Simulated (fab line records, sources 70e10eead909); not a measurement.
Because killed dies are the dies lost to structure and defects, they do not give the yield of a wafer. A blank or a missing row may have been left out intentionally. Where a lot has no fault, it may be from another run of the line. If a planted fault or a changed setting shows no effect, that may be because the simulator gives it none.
Which of the tools did it? + flow nand_harc + 12 lots with 36 wafers sampled at 3 steps, on a route of 1302 steps

WHAT THE GAUGES READ, wafer by wafer
NHARC_A_BLC_CD_MEAS_10: target cd 100 nm. Usual: cd_nm at 100.7 nm, with a standard deviation of 0.95.
| lot  | measured     | on        | cd_nm (nm)        | flag |
|------|--------------|-----------|-------------------|------|
| L786 | day 22 23:47 | cd_sem-01 | 101.0 100.0 98.9  |      |
| L789 | day 24 05:23 | cd_sem-03 | 99.2 99.5 99.8    |      |
| L791 | day 25 22:38 | cd_sem-02 | 101.1 101.1 101.7 |      |
| L794 | day 26 12:05 | cd_sem-01 | 101.1 102.4 100.9 |      |
| L797 | day 27 19:14 | cd_sem-02 | 100.2 100.1 100.1 |      |
| L798 | day 27 21:43 | cd_sem-03 | 93.4 92.9 93.2    | OFF  |
| L799 | day 28 17:13 | cd_sem-02 | 93.4 94.5 92.2    | OFF  |
| L803 | day 29 23:25 | cd_sem-02 | 99.0 99.5 98.7    |      |
| L802 | day 30 01:26 | cd_sem-01 | 100.6 101.7 101.1 |      |
| L805 | day 31 01:37 | cd_sem-03 | 100.3 100.8 101.6 |      |
| L806 | day 31 03:01 | cd_sem-01 | 98.7 99.4 99.0    |      |
| L807 | day 31 19:18 | cd_sem-01 | 101.8 103.5 101.2 |      |

WHICH TOOL RAN EACH LOT (tool, then ch and the chambers of the sampled wafers, then the start)
| lot  | NHARC_A_CONTACT_ETCH_138             | NHARC_A_BLC_PEB_08                |
|------|--------------------------------------|-----------------------------------|
| L786 | har_cap_etch-03 ch 0, day 22 19:37   | litho_track-01 ch 0, day 22 23:43 |
| L789 | har_cap_etch-02 ch 0,1, day 24 01:23 | litho_track-01 ch 0, day 24 05:18 |
| L791 | har_cap_etch-03 ch 0,1, day 25 18:40 | litho_track-04 ch 0, day 25 22:34 |
| L794 | har_cap_etch-01 ch 0,1, day 26 07:59 | litho_track-06 ch 0, day 26 12:01 |
| L797 | har_cap_etch-03 ch 0,1, day 27 15:05 | litho_track-06 ch 0, day 27 19:09 |
| L798 | har_cap_etch-03 ch 0,1, day 27 17:50 | litho_track-06 ch 0, day 27 21:38 |
| L799 | har_cap_etch-01 ch 0,1, day 28 13:12 | litho_track-06 ch 0, day 28 17:08 |
| L803 | har_cap_etch-02 ch 0,1, day 29 19:33 | litho_track-01 ch 0, day 29 23:20 |
| L802 | har_cap_etch-01 ch 0,1, day 29 21:14 | litho_track-01 ch 0, day 30 01:22 |
| L805 | har_cap_etch-01 ch 0,1, day 30 21:34 | litho_track-06 ch 0, day 31 01:32 |
| L806 | har_cap_etch-03 ch 0,1, day 30 23:01 | litho_track-01 ch 0, day 31 02:56 |
| L807 | har_cap_etch-03 ch 0,1, day 31 15:21 | litho_track-06 ch 0, day 31 19:13 |
- NHARC_A_CONTACT_ETCH_138: etches the open film in C4F8/O2/Ar, time 311 s, target depth 1914 nm.
- NHARC_A_BLC_PEB_08: peb time 65 s.

AS READ BY THE TOOLS THEMSELVES (means over the sampled wafers that have a number; for cases with no such wafer, the mark the record gives instead)
NHARC_A_BLC_PEB_08. Usual: heater_power_total_W 156.7 W, standard deviation 0.39; plate_temp_C 100.01 C, standard deviation 0.15.
| lot  | tool           | heater_power_total_W (W) | plate_temp_C (C) | flag |
|------|----------------|--------------------------|------------------|------|
| L786 | litho_track-01 | 156.8                    | 99.85            |      |
| L789 | litho_track-01 | 156.7                    | 100.08           |      |
| L791 | litho_track-04 | 156.4                    | 99.99            |      |
| L794 | litho_track-06 | 156.5                    | 100.08           |      |
| L797 | litho_track-06 | 156.7                    | 99.84            |      |
| L798 | litho_track-06 | 152.3                    | 98.06            | OFF  |
| L799 | litho_track-06 | 152.6                    | 97.94            | OFF  |
| L803 | litho_track-01 | 157.0                    | 99.95            |      |
| L802 | litho_track-01 | 156.4                    | 100.09           |      |
| L805 | litho_track-06 | 157.0                    | 100.07           |      |
| L806 | litho_track-01 | 156.9                    | 100.07           |      |
| L807 | litho_track-06 | 156.5                    | 100.10           |      |

THE ANSWER, worked out from the rows above alone
Rule: a lot is off if the mean of its wafers that have a number lies more than 3 standard deviations from the usual mean. Also off: a lot with no number at a reading for which 4 or more lots have one. The other lots that the step has rows for count as sound. After the gauges, taken in route order, come the tools' own readings; for these a lot's mean is taken, as printed above. The first step at which some lot is off is used, and at that step the reading that is off furthest; a lot without a number counts as furthest.
Off: L798, L799 (NHARC_A_BLC_CD_MEAS_10, cd_nm).
A tool fits if, at a process step before that reading, it ran every lot that is off, and no sound lot after the first of them. Not tried: the gauges at NHARC_A_BLC_CD_MEAS_10; whatever is off there is also off at NHARC_A_BLC_PEB_08, on other tools, and gauge error can't account for it. No candidate that was tried fits.

WHAT THE SIMULATOR HAD PUT IN
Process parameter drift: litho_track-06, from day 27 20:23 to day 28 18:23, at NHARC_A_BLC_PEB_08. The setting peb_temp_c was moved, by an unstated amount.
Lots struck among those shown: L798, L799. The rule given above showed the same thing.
